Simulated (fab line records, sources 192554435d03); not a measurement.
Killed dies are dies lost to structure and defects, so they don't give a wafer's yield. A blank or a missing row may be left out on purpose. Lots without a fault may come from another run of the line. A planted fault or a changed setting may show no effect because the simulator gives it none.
Chamber matching | flow n5_finfet | N5_DUMMY_REMOVAL_STRIP_10 on rie_diel-01: 4 sister chambers
The step strips in N2/H2, time 40 s. 4 wafers are shown with their chamber, then 10 later ones without.

WAFERS WITH THEIR CHAMBER
wafer  | chamber | showerhead_plenum_p_Torr (Torr)
L088.2 | 3       | 3.24
L088.5 | 1       | 3.37
L090.2 | 0       | 3.38
L090.3 | 2       | 3.51

WAFERS WITHOUT THEIR CHAMBER
wafer  | showerhead_plenum_p_Torr (Torr)
L090.4 | 3.37
L092.4 | 3.51
L092.5 | 3.36
L092.6 | 3.37
L093.1 | 3.36
L093.2 | 3.37
L093.4 | 3.51
L094.1 | 3.51
L094.2 | 3.24
L094.3 | 3.36

WHICH CHAMBER EACH WENT THROUGH
wafer  | from the rows above     | in truth
L090.4 | can't be placed: 1 or 0 | 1
L092.4 | 2                       | 2
L092.5 | can't be placed: 1 or 0 | 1
L092.6 | can't be placed: 1 or 0 | 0
L093.1 | can't be placed: 1 or 0 | 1
L093.2 | can't be placed: 1 or 0 | 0
L093.4 | 2                       | 2
L094.1 | 2                       | 2
L094.2 | 3                       | 3
L094.3 | can't be placed: 1 or 0 | 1
Placed correctly: 4 of 10. Can't be placed from these rows: 6 (the true chamber is among the candidates in 6). Placed wrongly: 0.
How it was worked out, from the rows above alone: a wafer's distance from a chamber is the root of the sum, over the readings, of the square of ((its reading less the chamber's mean) divided by the reading's scatter). The wafer belongs to the nearest chamber; if the next one is less than 2 further off, it can't be placed. A chamber's mean is the mean of its shown wafers. The scatter: with one shown wafer a chamber, the root of the mean of the squares of how far each hidden wafer lies from its nearest shown one.
